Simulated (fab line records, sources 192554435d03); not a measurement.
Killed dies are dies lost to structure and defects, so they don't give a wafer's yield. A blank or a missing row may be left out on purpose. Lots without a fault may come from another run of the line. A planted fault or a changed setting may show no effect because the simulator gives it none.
Split-lot experiment | flow n5_finfet | 7 lots, 39 wafers read, on a route of 1938 steps

THE SPLIT
At N5_BEOL_M3_ILD_DEP_00 (deposits SiOC from DEMS/O2, target thk 79 nm, time 15.3 s), the setting target_thk_a was moved away from the recipe's 790 angstrom on 12 of the 39 wafers read, by -49.8% to +53.5%. The other wafers ran this setting at the recipe's value.

The file shows no step between the split and the reading.

THE READING
M3_ILD_THK, in nm, at N5_BEOL_M3_THK_MEAS_01. Fault-free wafers of this fab line usually give 79.2 nm, standard deviation 1 nm.

wafer  | tool, chamber at the split | target_thk_a as run, angstrom | against the recipe | M3_ILD_THK, nm | against lot-mates on the recipe
L075.1 | pecvd-02, 0                | 396.3                         | -49.8%             | 38.3           | -40.5
L075.2 | pecvd-02, 1                | 790                           | recipe             | 78.1           | -
L075.3 | pecvd-02, 2                | 396.3                         | -49.8%             | 40.1           | -38.7
L075.4 | pecvd-02, 0                | 790                           | recipe             | 78.8           | -
L075.5 | pecvd-02, 1                | 790                           | recipe             | 79.6           | -
L075.6 | pecvd-02, 2                | 396.3                         | -49.8%             | 40.4           | -38.4
L081.1 | pecvd-04, 2                | 790                           | recipe             | 78.5           | -
L081.2 | pecvd-04, 1                | 1213                          | +53.5%             | 120.4          | +41.7
L081.3 | pecvd-04, 0                | 1213                          | +53.5%             | 118.8          | +40.1
L081.4 | pecvd-04, 0                | 790                           | recipe             | 78.0           | -
L081.5 | pecvd-04, 1                | 1213                          | +53.5%             | 121.7          | +43.0
L081.6 | pecvd-04, 2                | 790                           | recipe             | 79.6           | -
L083.1 | pecvd-03, 0                | 790                           | recipe             | 79.5           | -
L083.2 | pecvd-03, 2                | 790                           | recipe             | 78.7           | -
L083.3 | pecvd-03, 1                | 790                           | recipe             | 79.3           | -
L083.4 | pecvd-03, 1                | 790                           | recipe             | 80.3           | -
L083.5 | pecvd-03, 0                | 790                           | recipe             | 80.7           | -
L083.6 | pecvd-03, 2                | 790                           | recipe             | 80.6           | -
L084.1 | pecvd-02, 1                | 647.3                         | -18.1%             | 63.2           | -15.3
L084.2 | pecvd-02, 0                | 647.3                         | -18.1%             | 62.4           | -16.1
L084.3 | pecvd-02, 2                | 790                           | recipe             | 78.5           | -
L084.4 | pecvd-02, 2                | 647.3                         | -18.1%             | 66.4           | -12.1
L084.5 | pecvd-02, 0                | 790                           | recipe             | 78.8           | -
L084.6 | pecvd-02, 1                | 790                           | recipe             | 78.1           | -
L086.1 | pecvd-02, 0                | 790                           | recipe             | 77.3           | -
L086.2 | pecvd-02, 1                | 790                           | recipe             | 78.1           | -
L086.3 | pecvd-02, 2                | 790                           | recipe             | 78.4           | -
L086.4 | pecvd-02, 1,0              | 790                           | recipe             | 79.1           | -
L086.5 | pecvd-02, 1,0              | 790                           | recipe             | 78.9           | -
L086.6 | pecvd-02, 2                | 790                           | recipe             | 80.3           | -
L089.1 | pecvd-03, 0                | 946.1                         | +19.8%             | 94.5           | +14.6
L089.2 | pecvd-03, 1                | 946.1                         | +19.8%             | 94.1           | +14.2
L089.3 | pecvd-03, 2                | 946.1                         | +19.8%             | 93.9           | +14.0
L089.4 | pecvd-03, 1                | 790                           | recipe             | 79.0           | -
L089.5 | pecvd-03, 0                | 790                           | recipe             | 80.5           | -
L089.6 | pecvd-03, 2                | 790                           | recipe             | 80.2           | -
L093.3 | pecvd-03, 2                | 790                           | recipe             | 80.9           | -
L093.5 | pecvd-03, 1                | 790                           | recipe             | 80.0           | -
L093.6 | pecvd-03, 2                | 790                           | recipe             | 80.4           | -
Where a row lists several chambers, the file gives one row for several wafers and doesn't say which wafer went through which chamber.

THE FIT
A straight line over all 39 wafers: M3_ILD_THK changes by +0.782 nm for each +1% of target_thk_a; r = +1.00; the points scatter about the line by 1.1 nm.
The same after taking each lot's own level away (the mean of its wafers on the recipe; 39 wafers): +0.779 nm for each +1%; r = +1.00; scatter 0.94 nm.
On that fit, the largest move of target_thk_a shifts the reading by 42 nm.
The lots' own levels span 78.47 to 80.43 nm, that is 2.0 times the standard deviation above.
So the lot-to-lot level changes the slope little: the two slopes agree.
Check: with one of the wafers moved furthest among these (+53.5%) left out of the fit, the line predicts +41.5 nm for it against its lot-mates. It came out at +41.7 nm against them.

OTHER SPLITS ON THESE WAFERS
These wafers also went through other splits before the reading. Each is held against what the fit with the lots' levels taken away leaves over:
other split on the same wafers            | wafers away from the commonest value | r with M3_ILD_THK (lot level and that fit taken away)
N5_SD_EPI_N_ETCH_16 target_depth_a        | 18                                   | +0.12
N5_HKMG_FIN_HK_ALD_01 ald_cycles          | 18                                   | +0.34
N5_MOL_CONTACT_COAG_ALD_20 ald_cycles     | 15                                   | +0.15
N5_BEOL_M0_SAQP_DEVELOP_13 develop_time_s | 15                                   | +0.11

THE WHOLE CHAIN: every reading that the file lists as answering this split, in the file's order
step                   | what it does                                              | reading                                                                            | change (the file's fit)               | r (the file's)
N5_BEOL_M3_ILD_DEP_00  | deposits SiOC from DEMS/O2, target thk 79 nm, time 15.3 s | SiOC_of_BEOL_M3_ILD_DEP_00.thk_nm (the simulator's own value, which no gauge read) | +0.778 nm for each +1% of the setting | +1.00
N5_BEOL_M3_THK_MEAS_01 |                                                           | M3_ILD_THK                                                                         | +0.779 for each +1% of the setting    | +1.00

THE FILE'S OWN FIT
M3_ILD_THK changes by +0.779 nm for each +1% of target_thk_a, r = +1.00.
